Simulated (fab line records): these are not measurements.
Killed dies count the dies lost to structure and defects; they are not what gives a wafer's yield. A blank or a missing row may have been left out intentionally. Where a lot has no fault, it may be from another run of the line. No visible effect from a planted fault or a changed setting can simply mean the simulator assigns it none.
Lot-split experiment | flow n5Finfet | on a route of 1938 steps: 7 lots, 21 wafers read

## THE SPLIT ITSELF
At N5_BEOL_M1_ETCH_64 (etches SOC in N2/H2, target depth 75 nm, overetch 15 nm, time 112.5 s), the setting biasW was moved away from the recipe's 150 W on 8 of the 21 wafers read, by -17.2% to +17.2%. This setting was run at the recipe's value on the other wafers.

The reading comes from the split's own step.

## THE READING
rfVppV, in V, at N5_BEOL_M1_ETCH_64 (etches SOC in N2/H2, target depth 75 nm, overetch 15 nm, time 112.5 s). A value of 524.0 V with a standard deviation of 2.4 V is what fault-free wafers of this fab line usually give.

wafer  | tool, chamber at the split | biasW as run, W | against the recipe | rfVppV, V | against lot-mates on the recipe
L075.3 | rieDiel-06, 2              | 150             | recipe             | 526.8     | -
L075.4 | rieDiel-06, 3              | 150             | recipe             | 525.6     | -
L075.5 | rieDiel-06, 3              | 124.2           | -17.2%             | 467.6     | -58.6
L076.1 | rieDiel-02, 2              | 150             | recipe             | 525.7     | -
L076.4 | rieDiel-02, 3              | 150             | recipe             | 523.4     | -
L076.6 | rieDiel-02, 1              | 150             | recipe             | 521.5     | -
L077.2 | rieDiel-01, 1              | 150             | recipe             | 522.1     | -
L077.3 | rieDiel-01, 3              | 162.1           | +8.1%              | 554.1     | +30.9
L077.6 | rieDiel-01, 0              | 150             | recipe             | 524.2     | -
L078.1 | rieDiel-01, 2              | 134.2           | -10.5%             | 488.3     | -38.7
L078.3 | rieDiel-01, 3              | 150             | recipe             | 525.5     | -
L078.5 | rieDiel-01, 3              | 150             | recipe             | 528.5     | -
L082.1 | rieDiel-06, 1              | 173.4           | +15.6%             | 574.3     | +46.7
L082.3 | rieDiel-06, 2              | 150             | recipe             | 527.6     | -
L082.5 | rieDiel-06, 2              | 173.4           | +15.6%             | 577.0     | +49.4
L089.2 | rieDiel-06, 2              | 150             | recipe             | 527.3     | -
L089.4 | rieDiel-06, 3              | 150             | recipe             | 526.8     | -
L089.6 | rieDiel-06, 2              | 175.8           | +17.2%             | 582.1     | +55.1
L090.2 | rieDiel-06, 3              | 161.7           | +7.8%              | 552.0     | +29.6
L090.5 | rieDiel-06, 2              | 161.7           | +7.8%              | 552.1     | +29.7
L090.6 | rieDiel-06, 0              | 150             | recipe             | 522.4     | -

FIT RESULTS
A straight line over all 21 wafers: rfVppV changes by +3.33 V for each +1% of biasW; r = +1.00; the points scatter about the line by 2 V.
The same after taking each lot's own level away (the mean of its wafers on the recipe; 21 wafers): +3.33 V for each +1%; r = +1.00; scatter 2.4 V.
According to that fit, moving biasW by its largest amount changes the reading by 57 V.
Measured against the standard deviation above, the lots' own levels, which go from 522.40 to 527.60 V, span 2.2 times it.
The two slopes agree, so the slope changes little with the lot-to-lot level.
Check: for one of the wafers moved furthest among these (+17.2%), held out of the fit, the line's prediction against its lot-mates is +57.7 V. Against them it came out at +55.1 V.
Tool readings at the split's step, against how far the setting was moved: rfVppV r = +1.00.

## ADDITIONAL SPLITS CARRIED BY THESE WAFERS
These wafers also went through other splits before the reading. Each is held against what the fit with the lots' levels taken away leaves over:
other split on the same wafers  | wafers away from the commonest value | r with rfVppV (lot level and that fit taken away)
N5_BEOL_M0_SAQP_COAT_69 spinRpm | 4                                    | +0.33
N5_BEOL_M1_EXPOSE_08 doseMj     | 5                                    | +0.15

## THE WHOLE CHAIN: every reading that the file lists as answering this split, in the file's order
step               | what it does                                                          | reading                                                                         | change (the file's fit)                | r (the file's)
N5_BEOL_M1_ETCH_64 | etches SOC in N2/H2, target depth 75 nm, overetch 15 nm, time 112.5 s | rfVppV                                                                          | +3.35 V for each +1% of the setting    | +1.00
N5_BEOL_M1_ETCH_64 | etches SOC in N2/H2, target depth 75 nm, overetch 15 nm, time 112.5 s | SiARC_of_BEOL_M1_COAT_62.thkNm (the simulator's own value, which no gauge read) | -0.0592 nm for each +1% of the setting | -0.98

## THE FILE'S OWN FIT
rfVppV changes by +3.35 V for each +1% of biasW, r = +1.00.
